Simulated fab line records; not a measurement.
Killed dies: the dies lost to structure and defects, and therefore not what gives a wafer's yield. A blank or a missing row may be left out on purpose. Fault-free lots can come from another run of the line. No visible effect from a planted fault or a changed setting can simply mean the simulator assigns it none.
Check for tools in common ; flow nandHarc ; 1 lot, 3 wafers sampled

## REASON IT WAS OPENED
At NHARC_END_SORT_01 the reading killedAtPeriphery is flagged on 1 of 1 lot. Fault-free wafers read 3.2, with a standard deviation of 2.
Rule: a lot is flagged in two cases, either no wafer of it has a number, or all its wafers with numbers fall more than 4 standard deviations from that mean. The rest of the lots are taken to be sound.

lot;measured;on;killedAtPeriphery, wafer by wafer;flag
L607;day 21 14:29;prober-01;630 617 634;FLAGGED
Averaged over the flagged lots the numbers come to 627.0, +623.8 from the usual (+99 or more standard deviations).

## WHICH TOOL EACH LOT WENT THROUGH
Before the reading, the record contains 3 process steps out of a 1159-step route. Read each cell as the tool, then ch plus the chambers that the sampled wafers visited, then the start.
lot;flag;NHARC_P_ZERO_WELL_DESCUM_13;NHARC_P_ZERO_WELL_EXPOSE_34;NHARC_P_STI_CMP_21
L607;FLAGGED;rieDiel-10 ch 0,2, day 3 13:25;krfScanner-03 ch 0, day 3 16:06;no row
These steps, and what they do:
- NHARC_P_ZERO_WELL_DESCUM_13: chemistry O2, time 3 s.
- NHARC_P_ZERO_WELL_EXPOSE_34: exposes mask P PWELL, target cd 720 nm.
- NHARC_P_STI_CMP_21: polishes, t overpolish 20 s, target thk 380.67 nm.
- NHARC_END_SORT_01

## FLAGGED AGAINST TOTAL, ONE TOOL AT A TIME (gauges that did the reading follow at the end)
step;tool;lots run;flagged;share of the flagged lots;sound lots run after its first flagged lot
NHARC_P_ZERO_WELL_DESCUM_13;rieDiel-10;1;1;all;0
NHARC_P_ZERO_WELL_EXPOSE_34;krfScanner-03;1;1;all;0
NHARC_END_SORT_01;prober-01;1;1;all;0

## THE TABLE: WHAT IT ALLOWS
Every flagged lot was run by 3 rows of the table: rieDiel-10 at NHARC_P_ZERO_WELL_DESCUM_13, krfScanner-03 at NHARC_P_ZERO_WELL_EXPOSE_34 and prober-01 at NHARC_END_SORT_01.
- rieDiel-10 at NHARC_P_ZERO_WELL_DESCUM_13: 1 of its 1 lot flagged. It ran no sound lot before its first flagged lot in this sample, so the start can't be narrowed down.
- krfScanner-03 at NHARC_P_ZERO_WELL_EXPOSE_34: 1 of its 1 lot flagged. It ran no sound lot before its first flagged lot in this sample, so the start can't be narrowed down.
- prober-01 at NHARC_END_SORT_01: 1 of its 1 lot flagged. It ran no sound lot before its first flagged lot in this sample, so the start can't be narrowed down.
Counting lots can't tell these 3 tools apart, because each fits a fault that began at some hour. More lots, or a look at what each step does to the wafer, might.

## WHAT HAD BEEN PUT IN BY THE SIMULATOR
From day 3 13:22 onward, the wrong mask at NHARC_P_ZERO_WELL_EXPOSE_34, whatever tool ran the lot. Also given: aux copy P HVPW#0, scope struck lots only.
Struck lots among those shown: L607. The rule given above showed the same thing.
